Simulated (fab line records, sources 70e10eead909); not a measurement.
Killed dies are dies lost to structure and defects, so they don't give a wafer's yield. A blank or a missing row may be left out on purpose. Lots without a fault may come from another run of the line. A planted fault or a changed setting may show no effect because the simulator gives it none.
Chamber matching | flow nand_harc | NHARC_A_CONTACT_CMP_20 on cmp-03: 4 sister chambers
The step polishes, t overpolish 30 s, target thk 300 nm. 14 wafers are shown with their chamber, then 7 later ones without.

WAFERS WITH THEIR CHAMBER
wafer  | chamber | motor_current_A (A) | time_to_endpoint_s (s) | retaining_ring_pressure_frac
L076.1 | 3       | 13.1                | 62.5                   | 0.993
L076.2 | 2       | 10.7                | 67.0                   | 0.994
L076.3 | 0       | 13.2                | 60.1                   | 1.003
L082.1 | 2       | 11.1                | 63.3                   | 1.001
L082.4 | 1       | 11.3                | 58.9                   | 0.987
L082.5 | 1       | 11.5                | 61.9                   | 0.985
L085.1 | 2       | 10.1                | 63.7                   | 0.995
L085.4 | 3       | 12.9                | 64.8                   | 1.010
L085.6 | 1       | 11.3                | 61.3                   | 1.007
L089.3 | 3       | 12.7                | 60.6                   | 1.001
L089.4 | 2       | 11.1                | 60.5                   | 0.990
L089.6 | 0       | 13.6                | 57.1                   | 1.001
L092.2 | 1       | 11.1                | 61.5                   | 0.991
L092.3 | 2       | 10.2                | 64.3                   | 1.004

SIGNATURES (means of the wafers above)
reading                      | chamber 0 | chamber 1 | chamber 2 | chamber 3 | scatter within a chamber
motor_current_A              | 13.400    | 11.300    | 10.640    | 12.900    | 0.339
time_to_endpoint_s           | 58.600    | 60.900    | 63.760    | 62.633    | 2.01
retaining_ring_pressure_frac | 1.00200   | 0.99250   | 0.99680   | 1.00133   | 0.00757
Rule: a wafer's distance from a chamber is the root of the sum, over the readings, of the square of ((its reading less the chamber's mean) divided by the reading's scatter). The wafer belongs to the nearest chamber; if the next one is less than 2 further off, it can't be placed. The scatter: the root of (the sum of the squares of (reading less its chamber's mean) over the shown wafers, divided by (wafers less chambers)).

WAFERS WITHOUT THEIR CHAMBER
wafer  | motor_current_A (A) | time_to_endpoint_s (s) | retaining_ring_pressure_frac
L092.4 | 13.9                | 61.4                   | 0.997
L093.2 | 11.1                | 60.4                   | 0.998
L093.4 | 10.4                | 65.1                   | 0.999
L093.6 | 13.8                | 61.3                   | 1.009
L094.1 | 10.9                | 56.8                   | 0.997
L094.5 | 13.7                | 62.0                   | 1.002
L094.6 | 13.4                | 57.7                   | 1.008

WHICH CHAMBER EACH WENT THROUGH
wafer  | from the rows above     | in truth
L092.4 | can't be placed: 0 or 3 | 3
L093.2 | can't be placed: 1 or 2 | 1
L093.4 | 2                       | 2
L093.6 | can't be placed: 0 or 3 | 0
L094.1 | can't be placed: 1 or 2 | 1
L094.5 | can't be placed: 0 or 3 | 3
L094.6 | 0                       | 0
Placed correctly: 2 of 7. Can't be placed from these rows: 5 (the true chamber is among the candidates in 5). Placed wrongly: 0.
